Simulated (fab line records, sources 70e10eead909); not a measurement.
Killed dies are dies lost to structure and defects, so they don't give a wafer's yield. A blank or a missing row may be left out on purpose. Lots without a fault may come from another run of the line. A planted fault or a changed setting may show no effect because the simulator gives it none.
Problem report in the 8D (eight disciplines) form, filled by code | flow nand_harc | the parts of the form that need people (team, actions taken, sign-off) are left out

1. THE PROBLEM
killed_dies at NHARC_END_SORT_01 reads a mean of 677 on 3 wafers of 2 lots; wafers without a fault read 57 with a standard deviation of 16. That is +39 standard deviations from the usual mean.
First seen on wafer L857.1, day 33 21:41, on prober-02. The record holds 4 wafers of 2 lots with a number at this step. Rule for "out", or "out of limits": more than 4 standard deviations from the usual mean. The other wafers with a number count as sound.

2. WHAT IT IS AND WHAT IT IS NOT
question                    | is                           | is not
which readings at this step | killed_dies, killed_at_array | killed_at_other, killed_at_periphery, killed_open, killed_short
which lots                  | L857, L858                   | -
which wafers of those lots  | L857.1, L858.1, L858.4       | L857.5
read on which gauges        | prober-01, prober-02         | -
when                        | from day 33 21:41            | up to then (0 sound wafers); but 1 sound wafer of L857 came after

3. SUSPECTS, AND WHAT RULES EACH OUT
Counting: a tool at a process step up to the reading stays a suspect if it ran every lot that is out. Sound lots after the first of them don't rule it out here, since some wafers of a struck lot are sound.
- the gauge at NHARC_END_SORT_01: ruled out. The wafers that are out were read on 2 gauges (prober-01, prober-02).
- rie_si-04 at NHARC_A_CHANNEL_FILL_D1_ETCHBACK_19 (etches the open film in HBr/Cl2, target depth 5 nm, time 1.7 s): kept. It ran every lot that is out, first L857 (day 18 16:31).
- rie_diel-06 at NHARC_THIN_TSV_DESCUM_14 (chemistry O2, time 3 s): kept. It ran every lot that is out and that the record shows at this step, first L857 (day 33 03:10). The record shows only 1 of the 2 lots at this step.
- cmp-04 at NHARC_THIN_TSV_CMP_21 (polishes, t overpolish 30 s, target thk 2000 nm): kept. It ran every lot that is out and that the record shows at this step, first L857 (day 33 07:38). The record shows only 1 of the 2 lots at this step.
- Within rie_si-04 at NHARC_A_CHANNEL_FILL_D1_ETCHBACK_19: the wafers that are out ran in chambers 1, 2, 3; their sound lot-mates ran in chamber 0.
Left after counting: rie_si-04 at NHARC_A_CHANNEL_FILL_D1_ETCHBACK_19, rie_diel-06 at NHARC_THIN_TSV_DESCUM_14, cmp-04 at NHARC_THIN_TSV_CMP_21.

4. THE CAUSE (what the simulator had put in)
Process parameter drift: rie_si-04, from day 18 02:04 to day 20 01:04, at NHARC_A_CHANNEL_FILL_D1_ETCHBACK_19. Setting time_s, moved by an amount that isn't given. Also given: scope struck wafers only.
Counting left 3 suspects, and this tool is among them.

5. THE CHAIN OF EFFECTS, in route order
Each row: a reading whose mean over the struck wafers that have a number lies more than 3 standard deviations from the usual. Only readings for which the record gives a usual standard deviation are gone through. hours: the time from each lot's start at the first step in this table that gives one to its start at this step, as a median over the lots. sigmas: the change in usual standard deviations.
hours | step              | reading         | usual | on struck wafers | change | sigmas
0     | NHARC_END_SORT_01 | killed_at_array | 52    | 674              | +622   | +37
0     | NHARC_END_SORT_01 | killed_dies     | 57    | 677              | +620   | +39

6. WHAT WOULD HAVE CAUGHT IT SOONER
In this record the first reading out of limits at a measuring or inspecting step was taken at day 33 21:41, 380 hours after the fault began at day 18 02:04.
Of the tool readings at NHARC_A_CHANNEL_FILL_D1_ETCHBACK_19 for which the record gives a usual standard deviation, none was out on any struck wafer, so an alarm limit of 4 standard deviations on them would not have fired.
All the lots that are out (2) had begun NHARC_A_CHANNEL_FILL_D1_ETCHBACK_19 on rie_si-04 by day 33 21:41. A hold on the tool at that time would have spared none of them.
